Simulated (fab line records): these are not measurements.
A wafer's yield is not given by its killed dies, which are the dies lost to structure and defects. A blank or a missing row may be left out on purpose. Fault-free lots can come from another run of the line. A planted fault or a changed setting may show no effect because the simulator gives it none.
fab line records -- flow nandHarc
[record] lots = 12, wafers = 36, lastDay = 33
route steps=1302 shown P_BONDPAD@376 THIN_TSV@1270 END@1302
lots with no fault: from the same line, run without faults
startH: the number of hours between the record's first day and the start of the first shown wafer of the lot -- waitH: hours since the lot's step before -- " as in the row above -- L1.1+2: a single row standing in for several wafers -- - no value, or no start given -- * or withheld: withheld -- < > ~ a bound
route shown NAME@n: names a module that has steps shown in the file, with the first one's number in the route -- usual: mean and standard deviation over wafers with no fault -- same: alike in all rows -- chamber/n: place in a boat -- sites: readings site by site -- _std_site: their standard deviation -- _edge_site: the outer-site mean with the inner-site mean subtracted -- radiusMm: how far each site lies from the wafer's centre -- mask NAME#n: copy n -- behind: the tool/chamber that last shaped the wafer -- hold: the reason the lot was held/the length of the hold in hours/how it ended -- device: whichever transistor did not switch (one of n, p or np) -- end of line: the same wafers' tests at the end of the route -- a step given without rows: its recipe and nothing more -- killed: the dies lost at the first sort to structure and to defects; this is not the yield of the wafer -- map: shows each die of a wafer: x if killed, . if not, _ if none is there
set.NAME: the setting that was run; set.NAME@STEP: the one run at that earlier step -- model.NAME: the simulator's own value behind a step, which no gauge read
route steps across a sampled set of lots; one table per step, one row per wafer
services: when a tool's chamber went out of use (startH, in hours from the record's first day, below 0 if earlier), for how many hours, and the reason
[[steps]]
[step NHARC_P_BONDPAD_PVD_17]
[recipe] targetThkA = 50, biasV = 168.6, powerW = 15000, chamberPressurePa = 0.12, timeS = 8.06, substrateTempC = 50, material = TaN
[usual] throttleValvePct = 30.7/0.71
lot.wafer,tool,chamber,startH,waitH,throttleValvePct
L293.1,pvdSputter-02,-,139.85,-,31.6
L293.2,pvdSputter-02,-,139.85,-,31.4
L293.5,pvdSputter-02,-,139.85,-,30.2
L295.1,pvdSputter-02,-,154.91,-,31.2
L295.3,pvdSputter-02,-,154.91,-,30.3
L295.6,pvdSputter-02,-,154.91,-,30.1
L299.2,pvdSputter-01,-,200.58,-,30.9
L299.4,pvdSputter-01,-,200.58,-,29.7
L299.5,pvdSputter-01,-,200.58,-,31.3
L301.4,pvdSputter-01,-,216.42,-,31.4
L301.2,pvdSputter-01,-,216.42,-,31.2
L301.6,pvdSputter-01,-,216.42,-,31.0
L302.3,pvdSputter-02,-,233.86,-,31.6
L302.2,pvdSputter-02,-,233.86,-,31.4
L302.5,pvdSputter-02,-,233.86,-,31.4
L303.2,pvdSputter-01,-,237.94,-,30.8
L303.3,pvdSputter-01,-,237.94,-,30.1
L303.1,pvdSputter-01,-,237.94,-,30.7
L305.4,pvdSputter-02,-,253.25,-,31.5
L305.2,pvdSputter-02,-,253.25,-,31.4
L305.6,pvdSputter-02,-,253.25,-,31.5
L306.1,pvdSputter-01,-,264.54,-,30.6
L306.2,pvdSputter-01,-,264.54,-,31.0
L306.6,pvdSputter-01,-,264.54,-,30.5
L307.3,pvdSputter-01,-,285.82,-,30.2
L307.6,pvdSputter-01,-,285.82,-,30.3
L307.5,pvdSputter-01,-,285.82,-,30.4
L309.3,pvdSputter-01,-,303.18,-,30.7
L309.2,pvdSputter-01,-,303.18,-,30.5
L309.1,pvdSputter-01,-,303.18,-,30.7
L311.1,pvdSputter-02,-,315.55,-,30.1
L311.3,pvdSputter-02,-,315.55,-,31.0
L311.5,pvdSputter-02,-,315.55,-,30.3
L315.4,pvdSputter-02,-,357.44,-,31.1
L315.6,pvdSputter-02,-,357.44,-,30.1
L315.5,pvdSputter-02,-,357.44,-,30.7
[step NHARC_THIN_TSV_DEGAS_49]
[recipe] tempC = 300, timeS = 120
[usual] heaterPowerW = 466/40
[same] timeS = 120
lot.wafer,tool,chamber,startH,waitH,heaterPowerW
L293.2,pvdSputter-03,-,542.42,0.2,491
L293.1,pvdSputter-03,-,542.42,0.2,496
L293.5,pvdSputter-03,-,542.42,0.2,517
L295.3,pvdSputter-03,-,560.30,0.1,447
L295.1,pvdSputter-03,-,560.30,0.1,499
L295.6,pvdSputter-03,-,560.30,0.1,450
L301.4,pvdSputter-01,-,617.26,0.1,471
L301.2,pvdSputter-01,-,617.26,0.1,515
L301.6,pvdSputter-01,-,617.26,0.1,478
L299.2,pvdSputter-02,-,621.83,0.2,384
L299.4,pvdSputter-02,-,621.83,0.2,548
L299.5,pvdSputter-02,-,621.83,0.2,381
L303.1,pvdSputter-02,-,653.40,0.1,396
L303.3,pvdSputter-02,-,653.40,0.1,539
L303.2,pvdSputter-02,-,653.40,0.1,483
L302.3,pvdSputter-01,-,654.13,0.1,529
L302.2,pvdSputter-01,-,654.13,0.1,411
L302.5,pvdSputter-01,-,654.13,0.1,406
L305.4,pvdSputter-01,-,663.43,0.1,482
L305.2,pvdSputter-01,-,663.43,0.1,520
L305.6,pvdSputter-01,-,663.43,0.1,479
L306.2,pvdSputter-02,-,676.95,0.1,496
L306.1,pvdSputter-02,-,676.95,0.1,537
L306.6,pvdSputter-02,-,676.95,0.1,447
L307.3,pvdSputter-02,-,691.70,0.1,509
L307.5,pvdSputter-02,-,691.70,0.1,487
L307.6,pvdSputter-02,-,691.70,0.1,443
L309.3,pvdSputter-02,-,719.13,0.1,432
L309.2,pvdSputter-02,-,719.13,0.1,525
L309.1,pvdSputter-02,-,719.13,0.1,501
L311.3,pvdSputter-03,-,722.03,0.1,480
L311.1,pvdSputter-03,-,722.03,0.1,477
L311.5,pvdSputter-03,-,722.03,0.1,432
L315.4,pvdSputter-03,-,766.38,0.1,458
L315.5,pvdSputter-03,-,766.38,0.1,428
L315.6,pvdSputter-03,-,766.38,0.1,488
[step NHARC_THIN_TSV_CMP_21]
[recipe] tOverpolishS = 30, targetThkNm = 2000
[usual] motorCurrentA = 11.5/1, overpolishRunS = 30.000/0.009
lot.wafer,tool,chamber,startH,waitH,motorCurrentA,overpolishRunS
L293.1,cmp-04,1,543.96,-,9.7,29.984
L293.2,cmp-04,2,543.96,-,10.6,30.010
L293.5,cmp-04,1,543.96,-,10.0,30.012
L295.1,cmp-04,1,561.95,-,9.7,30.011
L295.3,cmp-04,2,561.95,-,11.1,29.996
L295.6,cmp-04,1,561.95,-,10.2,30.008
L301.4,cmp-04,3,618.81,-,11.7,29.996
L301.2,cmp-04,0,618.81,-,11.5,29.995
L301.6,cmp-04,3,618.81,-,11.8,30.006
L299.2,cmp-02,1,623.36,-,12.0,30.015
L299.4,cmp-02,2,623.36,-,12.3,30.016
L299.5,cmp-02,1,623.36,-,12.1,30.017
L303.3,cmp-02,0,654.92,-,12.9,30.006
L303.2,cmp-02,1,654.92,-,11.7,29.993
L303.1,cmp-02,3,654.92,-,10.3,30.005
L302.3,cmp-02,1,655.73,-,12.2,29.998
L302.2,cmp-02,2,655.73,-,12.8,30.004
L302.5,cmp-02,3,655.73,-,10.0,29.994
L305.4,cmp-02,3,664.96,-,10.1,29.993
L305.2,cmp-02,2,664.96,-,12.3,30.005
L305.6,cmp-02,3,664.96,-,10.4,30.000
L306.2,cmp-02,3,678.48,-,10.5,29.995
L306.1,cmp-02,0,678.48,-,12.8,30.003
L306.6,cmp-02,3,678.48,-,10.4,30.016
L307.3,cmp-04,2,693.26,-,11.3,29.997
L307.6,cmp-04,0,693.26,-,11.5,30.012
L307.5,cmp-04,1,693.26,-,9.8,29.991
L309.1,cmp-04,3,720.71,-,11.3,30.007
L309.2,cmp-04,0,720.71,-,11.4,29.993
L309.3,cmp-04,1,720.71,-,9.9,30.005
L311.1,cmp-01,1,723.57,-,13.3,30.013
L311.3,cmp-01,3,723.57,-,11.2,29.997
L311.5,cmp-01,2,723.57,-,10.9,29.992
L315.4,cmp-04,2,767.96,-,11.2,29.997
L315.5,cmp-04,3,767.96,-,11.7,30.005
L315.6,cmp-04,0,767.96,-,11.3,30.009
[step NHARC_THIN_TSV_STRIP_56]
[recipe] powerW = 1500, tempC = 250, chemistry = O2
[usual] drypumpMotorCurrentA = 5.6/0.39, heaterPowerW = 325/28, rfReflPowerW = 23/3.8
lot.wafer,tool,chamber,startH,waitH,drypumpMotorCurrentA,heaterPowerW,rfHoursCounterH,rfReflPowerW
L293.1,plasmaAsher-01,0,546.18,0.1,5.3,339,4,17
L293.2,plasmaAsher-01,1,546.18,0.1,5.2,316,4,23
L293.5,plasmaAsher-01,1,546.18,0.1,5.2,304,-,23
L295.1,plasmaAsher-01,1,564.24,0.1,5.2,311,8,24
L295.3,plasmaAsher-01,1,564.24,0.1,5.2,306,-,24
L295.6,plasmaAsher-01,0,564.24,0.1,5.3,339,-,18
L301.2,plasmaAsher-01,1,621.42,0.6,5.2,309,23,-
L301.4,plasmaAsher-01,1,621.42,0.6,5.2,312,-,-
L301.6,plasmaAsher-01,0,621.42,0.6,5.2,336,-,-
L299.2,plasmaAsher-01,0,625.55,0.1,5.3,332,24,18
L299.4,plasmaAsher-01,1,625.55,0.1,5.3,313,-,23
L299.5,plasmaAsher-01,0,625.55,0.1,5.3,335,-,18
L303.1,plasmaAsher-02,0,657.04,0.1,5.7,287,12,23
L303.2,plasmaAsher-02,1,657.04,0.1,6.2,364,12,28
L303.3,plasmaAsher-02,1,657.04,0.1,6.2,362,-,28
L302.2,plasmaAsher-02,0,657.82,0.1,5.7,290,12,-
L302.3,plasmaAsher-02,0,657.82,0.1,5.7,285,-,-
L302.5,plasmaAsher-02,0,657.82,0.1,5.7,288,-,-
L305.2,plasmaAsher-02,1,667.12,0.1,6.2,363,14,26
L305.4,plasmaAsher-02,1,667.12,0.1,6.2,353,-,28
L305.6,plasmaAsher-02,0,667.12,0.1,5.7,285,-,24
L306.1,plasmaAsher-02,0,680.74,0.1,5.7,279,18,23
L306.2,plasmaAsher-02,1,680.74,0.1,6.2,362,18,27
L306.6,plasmaAsher-02,1,680.74,0.1,6.2,371,-,28
L307.3,plasmaAsher-02,0,695.59,0.2,5.7,285,-,23
L307.6,plasmaAsher-02,1,695.59,0.2,6.2,357,-,28
L307.5,plasmaAsher-02,0,695.59,0.2,5.7,286,-,23
L309.1,plasmaAsher-02,1,722.92,0.1,6.2,368,29,-
L309.2,plasmaAsher-02,0,722.92,0.1,5.7,286,29,-
L309.3,plasmaAsher-02,0,722.92,0.1,5.7,284,-,-
L311.1,plasmaAsher-01,1,725.86,0.1,5.2,318,4,24
L311.3,plasmaAsher-01,1,725.86,0.1,5.2,319,-,22
L311.5,plasmaAsher-01,1,725.86,0.1,5.2,313,-,23
L315.4,plasmaAsher-02,1,770.10,0.2,6.2,359,-,29
L315.6,plasmaAsher-02,1,770.10,0.2,6.2,368,-,28
L315.5,plasmaAsher-02,0,770.10,0.2,5.7,281,-,24
[step NHARC_END_SORT_01]
[recipe] tempC = 25
[usual] defectLimitedYield = 91.2/2.6, killedAtArray = 55/17, killedAtOther = 0.9/1.2, killedAtPeriphery = 3.7/2.5, killedDies = 59/18, killedOpen = 3.4/1.9, killedShort = 2.6/1.6, sort_bin_2_pct = 3.1/1.2, sort_bin_3_pct = 0.7/0.4, sort_bin_4_pct = 4.9/1.4, sortNPass = 618/18, sortRimYieldPct = 93/3.7, sortYieldPct = 91.2/2.6
[same] grossDies = 677, sort_bin_5_pct[%] = 0, sort_bin_6_pct[%] = 0, sort_bin_7_pct[%] = 0, sort_bin_8_pct[%] = 0, sortRimNGross = 106.00
lot.wafer,tool,chamber,startH,waitH,defectLimitedYield[%],killedAtArray,killedAtOther,killedAtPeriphery,killedDies,killedOpen,killedShort,sort_bin_2_pct[%],sort_bin_3_pct[%],sort_bin_4_pct[%],sortNPass,sortRimYieldPct[%],sortYieldPct[%]
L305.4,prober-02,0,680.62,3.5,90.0,64,0,4,68,0,1,3.5,0.9,5.6,609,90,90.0
L306.1,prober-01,0,690.52,2.5,90.5,60,2,2,64,1,0,2.5,1.6,5.3,613,96,90.5
L306.6,prober-01,0,694.54,4.0,91.7,55,0,1,56,2,2,2.1,1.0,5.2,621,100,91.7
L309.1,prober-01,0,739.18,2.5,89.8,60,2,7,69,7,1,3.1,0.9,6.2,608,92,89.8
L309.2,prober-01,0,739.97,2.8,93.6,38,0,5,43,6,2,2.2,0.6,3.5,634,88,93.6
L309.3,prober-01,0,740.77,3.1,88.2,50,1,29,80,4,4,6.4,0.4,5.0,597,92,88.2
// killed by level:class
L305.4 A_CHANNEL_HOLE_D1:chamberFilmFlake=36 A_CHANNEL_HOLE_D2:chamberFilmFlake=16 A_SLIT:chamberFilmFlake=3 A_STAIRCASE:chamberFilmFlake=3 P_ZERO_WELL:chamberFilmFlake=2 P_CONTACT:chamberFilmFlake=2 A_SGD_CUT:chamberFilmFlake=2 A_CONTACT:chamberFilmFlake=2
L306.1 A_CHANNEL_HOLE_D1:chamberFilmFlake=33 A_CHANNEL_HOLE_D2:chamberFilmFlake=18 A_ZERO_WELL:chamberFilmFlake=3 A_STAIRCASE:chamberFilmFlake=3 THIN_TSV:chamberFilmFlake=2 A_WL_FILL:geometricParticle:open=1 P_ZERO_WELL:chamberFilmFlake=1 P_M0:chamberFilmFlake=1
L306.6 A_CHANNEL_HOLE_D1:chamberFilmFlake=28 A_CHANNEL_HOLE_D2:chamberFilmFlake=15 A_STAIRCASE:chamberFilmFlake=4 P_M1:geometricParticle:open=1 A_SOURCE_PLATE:geometricParticle:open=1 A_CHANNEL_HOLE_D1:geometricParticle:short=1 A_DECK1_JOINT:geometricParticle:short=1 A_DECK1_JOINT:chamberFilmFlake=1
L309.1 A_SLIT:chamberFilmFlake=33 A_CHANNEL_HOLE_D1:chamberFilmFlake=8 A_CHANNEL_HOLE_D2:chamberFilmFlake=5 P_CONTACT:geometricParticle:open=3 A_CONTACT:chamberFilmFlake=3 P_M1:chamberFilmFlake=2 A_DECK1_JOINT:chamberFilmFlake=2 A_WL_FILL:chamberFilmFlake=2
L309.2 A_SLIT:chamberFilmFlake=16 A_CHANNEL_HOLE_D1:chamberFilmFlake=5 P_GATE:chamberFilmFlake=3 A_CONTACT:chamberFilmFlake=3 A_CHANNEL_HOLE_D2:chamberFilmFlake=2 A_WL_FILL:chamberFilmFlake=2 A_ONON_D1:geometricParticle:short=1 A_CHANNEL_FILL_D1:geometricParticle:short=1
L309.3 A_SLIT:chamberFilmFlake=26 P_BONDPAD:areaPvd=21 A_CHANNEL_HOLE_D1:chamberFilmFlake=8 A_CONTACT:chamberFilmFlake=4 P_GATE:chamberFilmFlake=3 A_CHANNEL_HOLE_D2:chamberFilmFlake=3 P_M1:chamberFilmFlake=2 A_STAIRCASE:chamberFilmFlake=2
[[services]]
tool,chamber,startH,hours,kind
pvdSputter-01,-,130.77,4.3,repair
pvdSputter-01,-,155.04,3.4,repair
pvdSputter-02,-,163.89,1.7,repair
pvdSputter-01,-,195.03,0.6,repair
pvdSputter-01,-,226.00,10.0,pm
plasmaAsher-02,-,249.16,9.0,pm
pvdSputter-02,-,282.00,10.0,pm
pvdSputter-02,-,296.20,9.9,repair
pvdSputter-01,-,357.53,2.8,repair
pvdSputter-01,-,404.00,10.0,pm
pvdSputter-02,-,443.67,4.3,repair
pvdSputter-02,-,460.00,10.0,pm
pvdSputter-02,-,485.32,0.5,repair
pvdSputter-02,-,487.48,1.1,repair
pvdSputter-02,-,495.45,0.7,repair
pvdSputter-01,-,501.36,3.0,repair
pvdSputter-02,-,518.63,1.7,repair
pvdSputter-01,-,582.00,10.0,pm
pvdSputter-02,-,606.32,2.5,repair
pvdSputter-01,-,625.73,0.6,repair
pvdSputter-02,-,638.00,10.0,pm
pvdSputter-02,-,668.98,7.1,repair
pvdSputter-01,-,740.82,4.2,repair
pvdSputter-01,-,760.00,10.0,pm
[[key]]
[firstSign] step = NHARC_END_SORT_01, reading = killedAtPeriphery, direction = up, sigmas = 9.9, usual = 3.7, struck = 29
[effect] step = NHARC_END_SORT_01, reading = sort_bin_2_pct, direction = up, sigmas = 2.8, usual = 3.1, struck = 6.4
metAt NHARC_P_BONDPAD_PVD_17
struckLots L309
struckWafers L309.3
notActingAt NHARC_THIN_TSV_DEGAS_49,NHARC_THIN_TSV_CMP_21,NHARC_THIN_TSV_STRIP_56
onsetBetween 264.54 303.18
[fault] kind = processParameterDrift, tool = pvdSputter-01, chamber = -, onsetH = 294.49, steps = NHARC_P_BONDPAD_PVD_17, channel = targetThkA, offset = *, shape = step, actsIn = *, stated = *, scope = struckWafersOnly
